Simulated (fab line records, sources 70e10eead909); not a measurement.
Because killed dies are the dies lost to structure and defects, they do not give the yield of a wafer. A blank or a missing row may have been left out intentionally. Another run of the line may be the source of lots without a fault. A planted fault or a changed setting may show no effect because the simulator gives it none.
Chamber matching	flow nand harc	NHARC_A_STAIRCASE_DEP_301 on pecvd-03: 3 sister chambers
The step deposits SiON, target thk 30 nm. 14 wafers are shown with their chamber, then 7 later ones without.

## EACH WAFER AND ITS CHAMBER
wafer	chamber	heater power w (W)	susceptor temp C (C)
L075.1	1	684	400.06
L075.3	0	660	399.75
L075.5	2	823	400.07
L077.2	1	729	399.82
L077.3	2	725	400.19
L077.6	0	660	399.84
L079.2	1	760	400.27
L079.4	1	757	400.22
L079.6	2	779	400.09
L081.1	0	652	400.16
L081.4	0	662	400.20
L081.6	1	724	400.07
L088.1	1	711	399.70
L088.4	0	560	399.89

SIGNATURES (averages over the wafers above)
reading	chamber 0	chamber 1	chamber 2	scatter within a chamber
heater power w	638.80	727.50	775.67	39
susceptor temp C	399.9680	400.0233	400.1167	0.195
Rule: distance of a wafer from a chamber = root of the sum over the readings of ((wafer's reading minus chamber's mean) / reading's scatter) squared. If the next closest chamber is less than 2 further off than the closest, the wafer can't be placed; otherwise it belongs to the closest. How the scatter is found: for the shown wafers, subtract from each reading the mean of its chamber, square and add these, divide the total by (wafers less chambers), then take the root.

## WAFERS WITH NO CHAMBER GIVEN
wafer	heater power w (W)	susceptor temp C (C)
L088.5	711	399.73
L090.2	760	400.33
L090.3	723	400.03
L090.6	773	400.20
L095.2	702	400.06
L095.3	747	399.89
L095.6	796	399.87

## THE CHAMBER EACH PASSED THROUGH
wafer	from the rows above	in truth
L088.5	can't be placed: 1 or 0 or 2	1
L090.2	can't be placed: 2 or 1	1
L090.3	can't be placed: 1 or 2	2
L090.6	can't be placed: 2 or 1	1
L095.2	can't be placed: 1 or 0 or 2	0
L095.3	can't be placed: 1 or 2 or 0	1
L095.6	can't be placed: 2 or 1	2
0 of 7 placed correctly. Can't be placed from these rows: 7 (the true chamber is among the candidates in 7). Number placed wrongly: 0.
